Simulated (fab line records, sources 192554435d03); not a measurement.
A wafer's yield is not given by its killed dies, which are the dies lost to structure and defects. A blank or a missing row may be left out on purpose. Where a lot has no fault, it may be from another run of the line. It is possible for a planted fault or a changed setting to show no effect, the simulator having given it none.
fab line records | flow n5-finfet
record: lots: 5 wafers: 14 last-day: 20
route steps=1938 shown SDB@366 DUMMY_REMOVAL@377 PASSIVATION@1936
lots that met no fault: taken from a fault-free run of the same line
start-h: the number of hours between the record's first day and the start of the first shown wafer of the lot | wait-h: time in hours since the lot's previous step | " unchanged from the row above | L1.1+2: several wafers, shown together as one row | - either no value or no given start | * or withheld: withheld | < > ~ a bound
route shown NAME@n: NAME is a module with steps in the file, n the number in the route of the first one | usual: mean/standard deviation of fault-free wafers | same: alike in all rows | chamber/n: place in a boat | sites: per-site readings | _std_site: standard deviation across them | _edge_site: inner sites' mean taken away from outer sites' mean | radius-mm: for every site, how far away it sits from the centre of the wafer | mask NAME#n: copy n | behind: the last tool/chamber to shape the wafer | hold: the reason the lot was held/the length of the hold in hours/how it ended | device: whichever transistor did not switch (one of n, p or np) | end of line: the route-end tests of the same wafers | a step given without rows: its recipe and nothing more | killed: dies lost to structure and defects at the first sort, not the wafer's yield | map: per-die view of a wafer (x killed, . not killed, _ where there is no die)
set.NAME: the run value of the setting; set.NAME@STEP: its run value at that earlier step | model.NAME: the simulator's own value behind a step, which no gauge read
lots at some steps of the route; a table a step, a row a wafer
services: from which hour (start-h, from the record's first day; less than 0 if before it) a tool's chamber was out of use, for how many hours, and why
== steps ==
step: N5_SDB_PRECLEAN_23
recipe: chemistry: dHF time-s: 30 temp-c: 25 dilution: withheld
step: N5_SDB_DUMMY_REMOVE_24
recipe: chemistry: TMAH temp-c: 70 target: poly-Si stop-on: SiO2 target-depth-nm: 142 conc-wt-pct: 5 time-s: 57 dry: ipa-marangoni rinse-time-s: 30 rinse-temp-c: 23
step: N5_SDB_ETCH_25
recipe: chemistry: C4F6/O2 target: SiO2 target-depth-a: 100 time-s: 3.3 ion-energy-ev: 250 mask-material: SiNx pressure-mtorr: 30 source-w: 345 bias-w: 185 Ar_flow_sccm: 300 C4F6_flow_sccm: 10 O2_flow_sccm: 10
usual: drypump-motor-current-A: 5.6/0.42 mfc-ar-sccm: 300.0/0.95 oes-product-au: 0.77/0.065 rf-vpp-V: 668/19 showerhead-plenum-p-Torr: 2.85/0.1 throttle-valve-pct: 21.25/0.22
columns lot.wafer tool chamber start-h wait-h drypump-motor-current-A mfc-ar-sccm oes-product-au rf-hours-counter-h rf-vpp-V showerhead-plenum-p-Torr throttle-valve-pct
L581.1 rie-diel-05 1 113.83 0.0 6.1 299.8 0.81 111 667 2.85 21.45
L581.3 " 0 " " 5.2 301.2 0.76 164 665 2.72 20.98
L581.6 " 2 " " 5.3 300.7 0.71 - 673 2.97 21.35
L584.3 rie-diel-01 3 133.04 0.0 5.0 301.5 0.78 122 675 2.74 21.19
L584.5 " 3 " " 5.1 299.7 0.78 - 675 2.74 21.20
L584.6 " 0 " " 6.2 299.7 0.70 - 655 2.94 21.42
L588.3 rie-diel-01 2 158.77 0.5 5.1 300.6 0.71 198 655 2.84 21.37
L588.4 " 3 " " 5.1 300.7 0.77 128 674 2.74 21.21
L591.2 rie-diel-04 0 173.34 0.0 5.8 301.5 0.78 127 702 2.85 20.70
L591.4 " 3 " " 5.5 299.5 0.78 143 643 2.73 21.13
L591.6 " 1 " " 6.1 300.4 0.73 - 654 2.74 21.46
L595.1 rie-diel-04 2 202.41 0.4 5.6 300.0 0.89 36 666 2.93 21.53
L595.5 " 3 " " 5.5 299.3 0.78 - 641 2.73 21.12
L595.6 " 2 " " 5.6 300.3 0.90 - 667 2.93 21.54
step: N5_SDB_CUT_ETCH_26
recipe: chemistry: HBr/Cl2/O2 target: Si target-depth-a: 1296 bt-time-s: 20 mask-material: SiNx time-s: 51.8 ion-energy-ev: * bias-w: * pressure-mtorr: 10 icp-w: 800 HBr_flow_sccm: 150 Cl2_flow_sccm: 80 O2_flow_sccm: 12
usual: HBr_flow_sccm: 150.0/0.43 drypump-motor-current-A: 5.6/0.43 mfc-cl2-sccm: 80.02/0.25 oes-product-au: 1.000/0.018 throttle-valve-pct: 37.2/0.47
columns lot.wafer tool chamber start-h wait-h HBr_flow_sccm drypump-motor-current-A mfc-cl2-sccm oes-product-au rf-hours-counter-h throttle-valve-pct
L581.1 rie-si-02 2 113.91 0.1 149.6 5.8 80.05 1.022 127 37.5
L581.3 " 3 " " 149.9 6.5 80.59 0.984 4 37.3
L581.6 " 1 " " 150.2 5.7 80.29 0.979 - 36.6
L584.3 rie-si-01 1 133.12 0.1 150.1 5.1 79.55 1.017 59 37.0
L584.5 " 3 " " 150.0 5.4 79.86 0.977 - 37.7
L584.6 " 2 " " 150.1 4.9 80.21 0.975 - 37.0
L588.3 rie-si-01 1 158.86 0.1 149.9 5.1 80.33 1.021 60 37.0
L588.4 " 3 " " 149.9 5.5 80.29 0.972 132 37.7
L591.2 rie-si-01 0 173.43 0.1 149.7 6.0 79.93 1.002 190 37.5
L591.4 " 2 " " 150.5 4.9 80.25 0.973 122 37.0
L591.6 " 0 " " 148.8 5.9 80.23 0.997 - 37.5
L595.1 rie-si-06 3 202.50 0.1 150.0 5.5 79.89 1.003 85 38.3
L595.5 " 0 " " 150.2 5.5 79.77 0.987 - 36.7
L595.6 " 1 " " 149.6 5.3 80.01 0.998 - 37.4
step: N5_SDB_PRECLEAN_38
recipe: chemistry: dHF time-s: 10 dilution: 750:1 temp-c: 25
step: N5_SDB_PRECLEAN_39
recipe: chemistry: O3/DIW time-s: 45 temp-c: 22 o3-ppm: 10
step: N5_SDB_SRD_28
recipe: dry: ipa-marangoni time-s: 30 temp-c: 23 rinse-liquid: diw
step: N5_SDB_ALD_29
recipe: material: SiNx target-thk-a: 300 temp-c: 400 ald-precursor-family: SiH2I2 ald-co-reactant: N2/H2-plasma pulse-time-s: 1 ald-cycles: 600 purge-time-s: 2 co-reactant-purge-time-s: 2 pressure-torr: 2
usual: heater-power-w: 831/100 precursor-pulse-height-rel: 1.002/0.021
columns lot.wafer tool chamber start-h wait-h heater-power-w precursor-pulse-height-rel
L581.1 ald-sin-01 2 114.10 0.0 763 0.973
L581.3 " 3 " " 715 0.964
L581.6 " 1 115.45 1.4 793 0.959
L584.3 ald-sin-04 3 133.31 0.0 1029 1.000
L584.5 " 1 134.66 1.4 1069 0.998
L584.6 " 2 " " 825 1.015
L588.3 ald-sin-01 1 159.04 0.0 794 1.011
L588.4 " 0 " " 723 1.004
L591.2 ald-sin-01 2 173.62 0.0 764 1.021
L591.4 " 3 " " 715 1.022
L591.6 " 3 174.97 1.4 733 1.004
L595.1 ald-sin-01 1 202.68 0.0 823 1.032
L595.5 " 0 204.03 1.4 731 1.012
L595.6 " 1 " " 826 0.986
step: N5_SDB_CMP_30
recipe: stop-on: poly-Si t-overpolish-s: 1.54 post-cmp-clean: alkaline-brush down-force-psi: 4.1491 platen-rpm: 51.796 pad-velocity-m-s: 1.0306 target-thk-nm: 30
usual: motor-current-A: 12.6/1.1 overpolish-run-s: 1.539/0.009 time-to-endpoint-s: 18/3.1
columns lot.wafer tool chamber start-h wait-h motor-current-A overpolish-run-s time-to-endpoint-s
L581.1 cmp-01 1 116.87 1.4 11.1 1.551 13
L581.3 " 3 " " 11.8 1.539 20
L581.6 " 0 " " 13.9 1.538 14
L584.3 cmp-01 0 136.12 1.5 14.2 1.551 15
L584.6 " 2 " " 12.6 1.537 19
L584.5 " 3 " " 12.0 1.545 22
L588.4 cmp-04 1 161.81 1.4 13.7 1.545 19
L588.3 " 3 " " 12.9 1.545 19
L591.4 cmp-01 2 176.35 1.4 12.6 1.543 20
L591.2 " 0 " " 15.0 1.539 16
L591.6 " 2 " " 12.4 1.542 20
L595.1 cmp-01 0 205.59 1.6 14.8 1.536 16
L595.6 " 1 " " 11.4 1.555 11
L595.5 " 2 " " 12.7 1.529 19
step: N5_SDB_THK_MEAS_31
recipe: reads: a-Si_of_DUMMY_GATE_CVD_03
usual: SDB_THK: 64.4/1.3
columns lot.wafer tool chamber start-h wait-h SDB_THK[nm]
L581.1 film-metro-01 - 117.13 - 65.2
L581.3 " - " " 64.7
L581.6 " - " " 64.4
L584.3 film-metro-01 - 136.34 - 63.1
L584.5 " - " " 62.2
L584.6 " - " " 62.7
L588.3 film-metro-02 - 162.07 - 66.4
L588.4 " - " " 64.9
L591.2 film-metro-02 - 176.64 - 64.6
L591.4 " - " " 63.3
L591.6 " - " " 64.6
L595.1 film-metro-02 - 205.77 - 66.5
L595.5 " - " " 62.9
L595.6 " - " " 66.9
step: N5_SDB_INSPECT_36
recipe: inspect-instrument: darkfield mode: post-cmp
usual: raw-defect-count: 39/18
columns lot.wafer tool chamber start-h wait-h raw-defect-count
L581.1 defect-inspect-01 - 117.15 0.0 49
L581.3 " - " " 46
L581.6 " - " " 43
L584.3 defect-inspect-01 - 136.36 0.0 40
L584.5 " - " " 30
L584.6 " - " " 37
L588.3 defect-inspect-02 - 162.10 0.0 60
L588.4 " - " " 87
L591.2 defect-inspect-02 - 176.67 0.0 66
L591.4 " - " " 26
L591.6 " - " " 50
L595.1 defect-inspect-02 - 205.80 0.0 29
L595.5 " - " " 16
L595.6 " - " " 31
step: N5_DUMMY_REMOVAL_HM_STRIP_01
recipe: chemistry: CH3F/O2 material: SiNx target-depth-a: 40 stop-on: poly-Si time-s: 6.8 over-etch-frac: 0.3 ion-energy-ev: 60 power-w: 410 bias-w: 29 Ar_flow_sccm: 150 CH3F_flow_sccm: 30 O2_flow_sccm: 20
usual: CH3F_flow_sccm: 30.00/0.089 drypump-motor-current-A: 5.6/0.35 mfc-ar-sccm: 150.0/0.46 oes-product-au: 0.65/0.06 rf-vpp-V: 127.4/1 showerhead-plenum-p-Torr: 2.00/0.077 throttle-valve-pct: 16.32/0.19
columns lot.wafer tool chamber start-h wait-h CH3F_flow_sccm drypump-motor-current-A mfc-ar-sccm oes-product-au rf-hours-counter-h rf-vpp-V showerhead-plenum-p-Torr throttle-valve-pct
L581.1 rie-diel-02 2 117.35 0.2 29.96 5.5 149.6 0.62 159 126.0 2.01 16.36
L581.3 " 1 " " 30.02 5.4 149.6 0.71 - 129.2 2.12 16.03
L581.6 " 2 " " 29.84 5.5 149.2 0.61 - 127.4 2.01 16.35
L584.3 rie-diel-03 0 136.39 0.0 30.00 6.0 150.1 0.74 22 128.4 2.04 16.11
L584.5 " 2 " " 30.08 5.4 149.8 0.57 - 127.9 2.07 16.46
L584.6 " 3 " " 30.15 4.9 149.8 0.62 - 127.4 2.08 16.59
L588.3 rie-diel-06 2 162.13 0.0 30.05 5.8 150.3 0.65 99 126.1 1.85 16.27
L588.4 " 0 " " 29.84 5.5 149.7 0.77 12 127.1 1.97 15.95
L591.2 rie-diel-03 3 176.93 0.3 29.96 4.9 150.1 0.61 175 127.9 2.07 16.60
L591.4 " 2 " " 29.84 5.4 150.2 0.57 217 126.3 2.07 16.48
L591.6 " 2 " " 30.13 5.4 149.6 0.56 - 127.9 2.07 16.51
L595.1 rie-diel-06 3 205.84 0.0 30.03 5.8 150.2 0.57 202 126.8 1.99 16.56
L595.5 " 1 " " 29.94 5.4 150.7 0.68 - 127.7 2.05 16.44
L595.6 " 0 " " 30.05 5.5 150.0 0.74 - 125.8 1.96 15.98
step: N5_DUMMY_REMOVAL_STRIP_10
recipe: chemistry: N2/H2 time-s: 40 power-w: 100 temp-c: 40 pressure-mtorr: 100 rf-frequency-hz: 6e+07 bias-power-w: 3 n2-flow-sccm: 300 h2-flow-sccm: 300
usual: drypump-motor-current-A: 5.6/0.35 oes-product-au: 0.80/0.081 rf-vpp-V: 45.4/0.75 showerhead-plenum-p-Torr: 3.38/0.12 throttle-valve-pct: 12.17/0.2
columns lot.wafer tool chamber start-h wait-h drypump-motor-current-A oes-product-au rf-hours-counter-h rf-vpp-V showerhead-plenum-p-Torr throttle-valve-pct
L581.1 rie-diel-02 2 117.40 0.0 5.5 0.75 159 44.8 3.35 12.26
L581.3 " 1 " " 5.5 0.88 - 45.8 3.56 11.83
L581.6 " 2 " " 5.5 0.75 - 45.7 3.35 12.25
L584.3 rie-diel-03 0 136.43 0.0 6.0 0.90 22 44.8 3.49 12.18
L584.5 " 2 " " 5.4 0.69 - 45.8 3.47 12.29
L584.6 " 3 " " 4.9 0.75 - 46.1 3.51 12.54
L588.3 rie-diel-06 2 162.16 0.0 5.9 0.81 99 44.3 3.16 12.22
L588.4 " 0 " " 5.5 0.96 12 44.5 3.32 11.77
L591.2 rie-diel-03 3 176.97 0.0 4.9 0.76 175 46.8 3.50 12.55
L591.4 " 2 " " 5.4 0.69 217 45.1 3.46 12.34
L591.6 " 2 " " 5.4 0.68 - 45.0 3.46 12.34
L595.1 rie-diel-06 3 205.87 0.0 5.8 0.70 202 45.7 3.35 12.41
L595.5 " 1 " " 5.4 0.85 - 45.3 3.40 11.99
L595.6 " 0 " " 5.5 0.92 - 46.2 3.31 11.83
step: N5_DUMMY_REMOVAL_PRECLEAN_07
recipe: chemistry: dHF time-s: 30 temp-c: 25 dilution: withheld
step: N5_DUMMY_REMOVAL_DUMMY_REMOVE_02
recipe: chemistry: TMAH temp-c: 70 target: poly-Si stop-on: SiO2 target-depth-nm: 142 conc-wt-pct: 5 time-s: 57 dry: ipa-marangoni rinse-time-s: 30 rinse-temp-c: 23
step: N5_DUMMY_REMOVAL_INSPECT_06
recipe: inspect-instrument: brightfield mode: aei
usual: raw-defect-count: 11/4.6
columns lot.wafer tool chamber start-h wait-h raw-defect-count
L581.1 defect-inspect-01 - 117.59 0.0 18
L581.3 " - " " 17
L581.6 " - " " 10
L584.3 defect-inspect-02 - 136.59 0.0 12
L584.5 " - " " 26
L584.6 " - " " 12
L588.3 defect-inspect-02 - 162.33 0.0 13
L588.4 " - " " 17
L591.2 defect-inspect-02 - 177.14 0.0 599
L591.4 " - " " 11
L591.6 " - " " 9
L595.1 defect-inspect-02 - 206.03 0.0 9
L595.5 " - " " 11
L595.6 " - " " 9
step: N5_DUMMY_REMOVAL_PRECLEAN_08
recipe: chemistry: NF3:NH3 afs-cycles: 2 temp-c: 30 time-s: 20 sublimation-temp-c: 180 sublimation-time-s: 60 pressure-torr: 3 rf-power-w: 30
step: N5_PASSIVATION_PROBE_49
usual: killed_at_M0_to_M3: 36/10 killed_at_M4_up: 14/5.2 killed-at-contacts: 12/6 killed-at-front-end: 37/10 killed-at-other: 4/3.3 killed-dies: 104/18 killed-on-rim: 14/4.1 killed-open: 68/14 killed-short: 34/7.4
same: gross-dies: 1180 killed-at-back-side: 0
columns lot.wafer tool chamber start-h wait-h killed_at_M0_to_M3 killed_at_M4_up killed-at-contacts killed-at-front-end killed-at-other killed-dies killed-on-rim killed-open killed-short
L581.1 prober-02 - 348.15 0.0 59 13 14 32 6 124 20 88 34
L581.3 prober-02 - 348.25 0.1 36 21 19 43 8 127 17 88 37
L581.6 prober-02 - 348.40 0.3 71 21 10 39 10 151 24 110 39
L584.3 prober-01 - 388.79 0.1 41 7 7 43 1 99 12 66 33
L584.5 prober-01 - 388.89 0.2 34 13 7 54 2 110 14 68 40
L584.6 prober-01 - 388.94 0.3 38 18 5 31 3 95 12 64 31
L588.3 prober-01 - 399.16 0.1 51 11 11 31 4 108 21 68 40
L588.4 prober-01 - 399.21 0.2 42 14 2 28 14 100 12 58 33
L591.2 prober-02 - 439.47 0.1 73 11 7 89 11 191 28 94 33
L591.4 prober-02 - 439.57 0.2 39 19 8 38 4 108 16 77 30
L591.6 prober-02 - 439.67 0.3 38 18 8 27 2 93 17 67 26
L595.1 prober-01 - 481.79 0.0 13 10 4 29 2 58 9 41 17
L595.5 prober-01 - 481.99 0.2 16 15 10 31 3 75 8 51 24
L595.6 prober-01 - 482.04 0.3 27 15 6 32 3 83 15 55 28
killed by level:class
L581.1 BEOL_M2:geometric-particle:open=17 MOL_CONTACT_COAG:geometric-particle:open=10 BEOL_M1:geometric-particle:open=9 STI_FIN_REVEAL:geometric-particle:open=9 BEOL_M0_SAQP:geometric-particle:open=8 FIN_SAQP:geometric-particle:short=7 BEOL_M0:geometric-particle:open=7 BEOL_M0_SAQP:geometric-particle:short=6
L581.3 MOL_CONTACT_COAG:geometric-particle:open=17 BEOL_M4:geometric-particle:open=14 BEOL_M3:geometric-particle:open=11 ILD0:geometric-particle:short=9 DUMMY_GATE:geometric-particle:open=8 BEOL_M2:geometric-particle:open=7 MIM_TOP_ETCH:geometric-particle:short=6 GATE_CUT:geometric-particle:short=5
L581.6 BEOL_M0_SAQP:geometric-particle:open=16 BEOL_M3:geometric-particle:open=15 BEOL_M0_SAQP:geometric-particle:short=14 STI_FIN_REVEAL:geometric-particle:open=10 BEOL_M4:geometric-particle:open=9 FIN_SAQP:geometric-particle:open=8 BEOL_M2:geometric-particle:open=8 MOL_CONTACT_COAG:geometric-particle:open=8
L584.3 BEOL_M0_SAQP:geometric-particle:short=10 STI_FIN_REVEAL:geometric-particle:open=10 BEOL_M3:geometric-particle:open=9 FIN_SAQP:geometric-particle:open=8 BEOL_M0_SAQP:geometric-particle:open=8 STI_FIN_REVEAL:geometric-particle:short=7 MOL_CONTACT_COAG:geometric-particle:open=7 BEOL_M1:geometric-particle:open=7
L584.5 STI_FIN_REVEAL:geometric-particle:open=13 FIN_SAQP:geometric-particle:short=10 FIN_SAQP:geometric-particle:open=8 BEOL_M3:geometric-particle:open=8 BEOL_M0_SAQP:geometric-particle:short=7 DUMMY_GATE:geometric-particle:open=6 STARTING-WAFER:geometric-particle:short=6 MOL_CONTACT_COAG:geometric-particle:open=5
L584.6 FIN_SAQP:geometric-particle:open=13 BEOL_M0_SAQP:geometric-particle:short=12 BEOL_M2:geometric-particle:open=9 BEOL_M4:geometric-particle:open=8 BEOL_M0_SAQP:geometric-particle:open=6 STI_FIN_REVEAL:geometric-particle:open=5 BEOL_M3:geometric-particle:open=5 FIN_SAQP:geometric-particle:short=4
L588.3 BEOL_M0_SAQP:geometric-particle:open=18 BEOL_M0_SAQP:geometric-particle:short=16 FIN_SAQP:geometric-particle:open=10 FIN_SAQP:geometric-particle:short=9 MOL_CONTACT_COAG:geometric-particle:open=9 BEOL_M3:geometric-particle:open=6 STI_FIN_REVEAL:geometric-particle:open=4 BEOL_M1:geometric-particle:open=4
L588.4 BEOL_M0_SAQP:geometric-particle:open=9 PASSIVATION:area-etch=9 BEOL_M0_SAQP:geometric-particle:short=8 FIN_SAQP:geometric-particle:open=7 FIN_SAQP:geometric-particle:short=6 BEOL_M3:geometric-particle:open=6 BEOL_M4:geometric-particle:open=6 BEOL_M0:geometric-particle:open=5
L591.2 DUMMY_REMOVAL:unspecified=63 BEOL_M1:geometric-particle:open=19 BEOL_M0_SAQP:geometric-particle:short=10 BEOL_M0_SAQP:geometric-particle:open=10 BEOL_M3:geometric-particle:open=10 BEOL_M2:geometric-particle:open=8 STI_FIN_REVEAL:geometric-particle:open=7 MOL_CONTACT_COAG:geometric-particle:open=7
L591.4 FIN_SAQP:geometric-particle:open=10 BEOL_M2:geometric-particle:open=9 STI_FIN_REVEAL:geometric-particle:open=9 BEOL_M1:geometric-particle:open=9 MOL_CONTACT_COAG:geometric-particle:open=6 BEOL_M0_SAQP:geometric-particle:short=6 BEOL_M3:geometric-particle:open=5 BEOL_M4:geometric-particle:open=5
L591.6 BEOL_M3:geometric-particle:open=11 BEOL_M2:geometric-particle:open=9 BEOL_M1:geometric-particle:open=8 BEOL_M4:geometric-particle:open=8 DUMMY_GATE:geometric-particle:open=7 MOL_CONTACT_COAG:geometric-particle:open=6 FIN_SAQP:geometric-particle:open=5 STI_FIN_REVEAL:geometric-particle:open=4
L595.1 DUMMY_GATE:geometric-particle:open=9 BEOL_M3:geometric-particle:open=6 FIN_SAQP:geometric-particle:open=5 FIN_SAQP:geometric-particle:short=5 BEOL_M4:geometric-particle:open=4 MOL_CONTACT_COAG:geometric-particle:open=3 STARTING-WAFER:geometric-particle:open=3 DUMMY_GATE:geometric-particle:short=2
L595.5 MOL_CONTACT_COAG:geometric-particle:open=8 STI_FIN_REVEAL:geometric-particle:open=5 BEOL_M3:geometric-particle:open=5 FIN_SAQP:geometric-particle:short=4 DUMMY_GATE:geometric-particle:open=4 BEOL_M0_SAQP:geometric-particle:open=4 BEOL_M7:geometric-particle:open=4 STARTING-WAFER:geometric-particle:short=4
L595.6 BEOL_M2:geometric-particle:open=8 MOL_CONTACT_COAG:geometric-particle:open=6 FIN_SAQP:geometric-particle:short=5 STI_FIN_REVEAL:geometric-particle:open=5 DUMMY_GATE:geometric-particle:open=5 BEOL_M0_SAQP:geometric-particle:short=5 STARTING-WAFER:geometric-particle:short=4 BEOL_M3:geometric-particle:open=4
map L591.2 (x killed, . not)
_________________xxxx....x...________________
______________xxxxxxx.......x..._____________
___________xxxxxxxxxx..............__________
__________xxxxxxxxxx.xx....x..x..x.._________
________xxxxxxxxxxxx.....x...xx......._______
_______..xxxxxxxxxx..........x....x....______
______..x.xx.xxxx......x...x............_____
_____.....xx.x.....x.................x...____
____..x.....x.......x.........x...........___
___...........................x......x.....__
___........x..........x..x..x.....x........__
__...x...xxx..x.......x.........x..........x_
__.x........xx........x.....x..............x_
_......x...................x...............x.
_.x..x....x...........x.....x............x..x
_...x.x.x...x...x.....x....x.................
_...........x.....................x....xx....
_.x.......x..........x...........x...x...x...
_......x...........................x......x..
_..x......................x.............xx...
_.........x...........................x..xx..
__.x....................x.x......x......x..x_
__........x...................x............x_
___............x...........................__
___....................x..x........x.......__
____.....x.....x........xx......x..x.x....___
_____....x...x................x..........____
______....x...x.......x............x...._____
_______.......x...x.......x...x..xx....______
________...xx..x.....x..........xx...._______
__________x.....x.x...........x...x._________
___________.........x..x.....x..x..__________
______________.............x...._____________
_________________............________________
map L584.5 (x killed, . not)
_________________............________________
______________.................._____________
___________..x.....x...x...........__________
__________.........................._________
________.............................._______
_______................................______
______....x........x..................x._____
_____................................x...____
____.x.......x.....x.x..................x.___
___............................x..x..x.....__
___.....x.........................x......x.__
__...x...x...................x.............x_
__..........x.....x.x....x..x......x........_
_......x..........x.xx.......................
_...................x..x.x.............xxx...
_...................xx........x..............
_.......x......x....x...............x........
_x........x...........x........x.x....x.x....
_...x.........x..x............x..............
_............x.........x...........x.........
_...........xxx................xx.....x....x.
__x..x...x.x...x.......x...x................_
__......x.....x...........xx................_
___..........x......x.x.........x..........__
___...............x.................x..x...__
____x..................x......x...........___
_____.......x..x...x.............x...x...____
______....x.....x...x..............x..x._____
_______.................x.....x....x...______
________....xx....x..................._______
__________.x...................xx..._________
___________.x..x...................__________
______________.................._____________
_________________..x..x......________________
== services ==
columns tool chamber start-h hours kind
ald-sin-04 - 93.81 5.0 repair
rie-si-01 - 98.96 0.4 repair
ald-sin-04 2 102.73 16.2 repair
rie-diel-02 2 105.66 4.1 repair
rie-diel-02 0 109.46 16.2 repair
rie-diel-02 3 114.40 6.5 repair
rie-diel-03 1 114.46 10.7 repair
rie-si-06 1 124.86 13.7 repair
cmp-04 - 125.71 4.0 pm
rie-diel-03 3 139.89 3.5 repair
rie-si-02 - 140.24 21.3 repair
cmp-01 - 143.49 16.2 pm
rie-diel-02 2 162.48 6.6 repair
rie-diel-06 3 163.11 4.1 repair
rie-si-02 0 169.51 14.8 repair
rie-diel-01 2 171.91 16.9 repair
ald-sin-01 - 176.75 14.0 pm
ald-sin-01 0 176.75 14.0 vent-cycle
ald-sin-01 1 176.75 14.0 vent-cycle
ald-sin-01 2 176.75 14.0 vent-cycle
ald-sin-01 3 176.75 14.0 vent-cycle
cmp-04 - 177.98 9.0 pm
rie-diel-04 2 196.85 3.7 repair
rie-diel-03 3 200.07 23.7 repair
== key ==
first-sign: step: N5_DUMMY_REMOVAL_INSPECT_06 reading: raw-defect-count direction: up sigmas: 99+ usual: 11 struck: 599
effect: step: N5_PASSIVATION_PROBE_49 reading: killed-at-front-end direction: up sigmas: 5 usual: 37 struck: 89
more-kills-born-at: N5_DUMMY_REMOVAL_STRIP_10@rie-diel-03: 63
met-at N5_DUMMY_REMOVAL_STRIP_10
struck-wafers L591.2
tester-left-out L591
onset-between 136.43 176.97
fault: kind: chamber-particle-source tool: rie-diel-03 chamber: 3 onset-h: 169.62 steps: N5_DUMMY_REMOVAL_STRIP_10 rate-per-visit-cm2: 0.94321 end-h: 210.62
tester-left-out: of these lots the tester's yield and bins aren't shown, on N5 and GAA mostly nor the transistor test; their killed dies are dies lost to structure and defects alone, not to doping, threshold or leakage, so they don't give the yield
